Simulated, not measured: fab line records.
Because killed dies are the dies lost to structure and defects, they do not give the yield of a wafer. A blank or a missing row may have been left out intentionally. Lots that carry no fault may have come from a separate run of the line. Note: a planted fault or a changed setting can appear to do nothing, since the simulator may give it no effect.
Chamber matching -- flow n5_finfet -- rie_si-04 running N5_PMOS_HMC_CHANNEL_EPI_ETCH_38: 4 sister chambers
The step etches SiO2 in CF4, target depth 1.5 nm. 18 wafers are shown with their chamber, then 9 later ones without.

WAFERS PAIRED WITH THEIR CHAMBERS
wafer,chamber,drypump_motor_current_A (A),oes_product_au (a.u.),cf4_flow_sccm (sccm)
L078.1,0,4.6,0.992,79.59
L078.3,2,5.5,1.024,80.03
L078.5,0,4.6,0.996,79.45
L079.1,2,5.5,1.011,80.54
L079.2,0,4.7,0.984,79.72
L079.6,1,6.0,0.999,80.48
L080.2,1,6.0,0.995,79.74
L080.3,2,5.5,1.011,80.00
L080.4,2,5.6,1.011,80.11
L082.2,0,4.6,0.987,79.84
L082.3,2,5.5,1.026,79.58
L082.4,0,4.7,0.984,79.74
L086.3,2,5.5,1.007,79.97
L086.4,1,6.0,1.002,80.07
L086.5,1,6.0,0.983,80.10
L090.1,0,4.6,0.988,79.78
L090.3,2,5.6,1.013,79.80
L090.6,3,6.3,0.995,80.38

SIGNATURES (means of the wafers above)
reading,chamber 0,chamber 1,chamber 2,chamber 3,scatter within a chamber
drypump_motor_current_A,4.633,6.000,5.529,6.300,0.0444
oes_product_au,0.98850,0.99475,1.01471,0.99500,0.00675
cf4_flow_sccm,79.6867,80.0975,80.0043,80.3800,0.253
Rule: for a wafer and a chamber, the distance is found by dividing, reading by reading, the gap between the wafer's reading and the chamber's mean by the reading's scatter, squaring, summing and taking the root. If the next closest chamber is less than 2 further off than the closest, the wafer can't be placed; otherwise it belongs to the closest. The scatter is the square root of a quotient: the sum, over the shown wafers, of each reading's squared deviation from its chamber's mean, divided by wafers minus chambers.

WAFERS WITHOUT THEIR CHAMBER
wafer,drypump_motor_current_A (A),oes_product_au (a.u.),cf4_flow_sccm (sccm)
L091.1,4.6,0.979,80.44
L091.2,5.5,1.013,79.73
L091.3,6.0,0.992,80.09
L093.2,6.0,1.003,80.15
L093.3,6.2,1.001,79.80
L093.6,6.0,1.008,79.76
L096.1,4.6,0.982,80.24
L096.4,6.2,0.993,79.87
L096.5,4.6,0.996,80.52

CHAMBER TAKEN BY EACH
wafer,from the rows above,in truth
L091.1,0,0
L091.2,2,2
L091.3,1,1
L093.2,1,1
L093.3,can't be placed: 3 or 1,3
L093.6,1,1
L096.1,0,0
L096.4,can't be placed: 3 or 1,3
L096.5,0,0
Placed correctly: 7 of 9. Not placeable from these rows: 2 (in 2, the candidates include the true chamber). Placed wrongly: 0.
